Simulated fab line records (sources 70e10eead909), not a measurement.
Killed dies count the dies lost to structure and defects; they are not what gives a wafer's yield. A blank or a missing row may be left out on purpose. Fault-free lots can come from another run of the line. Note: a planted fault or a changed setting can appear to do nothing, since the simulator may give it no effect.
Matching of chambers / flow nandHarc / pecvd-04 running NHARC_A_CHANNEL_HOLE_D2_DEP_01: 3 sister chambers
The step deposits SiON, target thk 140 nm. 3 wafers are shown with their chamber, then 7 later ones without.

WAFERS, EACH WITH ITS CHAMBER
wafer=L088.5; chamber=0; heaterPowerW (W)=823
wafer=L087.6; chamber=2; heaterPowerW (W)=747
wafer=L092.4; chamber=1; heaterPowerW (W)=728

WAFERS WHOSE CHAMBER IS MISSING
wafer=L092.6; heaterPowerW (W)=904
wafer=L097.2; heaterPowerW (W)=920
wafer=L097.3; heaterPowerW (W)=830
wafer=L097.4; heaterPowerW (W)=913
wafer=L095.1; heaterPowerW (W)=901
wafer=L095.3; heaterPowerW (W)=711
wafer=L095.5; heaterPowerW (W)=708

WHICH CHAMBER EACH ONE RAN IN
wafer=L092.6; from the rows above=can't be placed: 0 or 2 or 1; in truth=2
wafer=L097.2; from the rows above=can't be placed: 0 or 2 or 1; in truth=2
wafer=L097.3; from the rows above=can't be placed: 0 or 2 or 1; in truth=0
wafer=L097.4; from the rows above=can't be placed: 0 or 2 or 1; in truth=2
wafer=L095.1; from the rows above=can't be placed: 0 or 2 or 1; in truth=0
wafer=L095.3; from the rows above=can't be placed: 1 or 2 or 0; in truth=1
wafer=L095.5; from the rows above=can't be placed: 1 or 2 or 0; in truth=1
Placed correctly: 0 of 7. Not placeable from these rows: 7 (in 7, the candidates include the true chamber). 0 placed wrongly.
How it was worked out, from the rows above alone: a wafer's distance from a chamber is the root of the sum, over the readings, of the square of ((its reading less the chamber's mean) divided by the reading's scatter). The wafer belongs to the nearest chamber; if the next one is less than 2 further off, it can't be placed. Each chamber's mean is taken over the wafers shown for it. The scatter: with one shown wafer a chamber, the root of the mean of the squares of how far each hidden wafer lies from its nearest shown one.
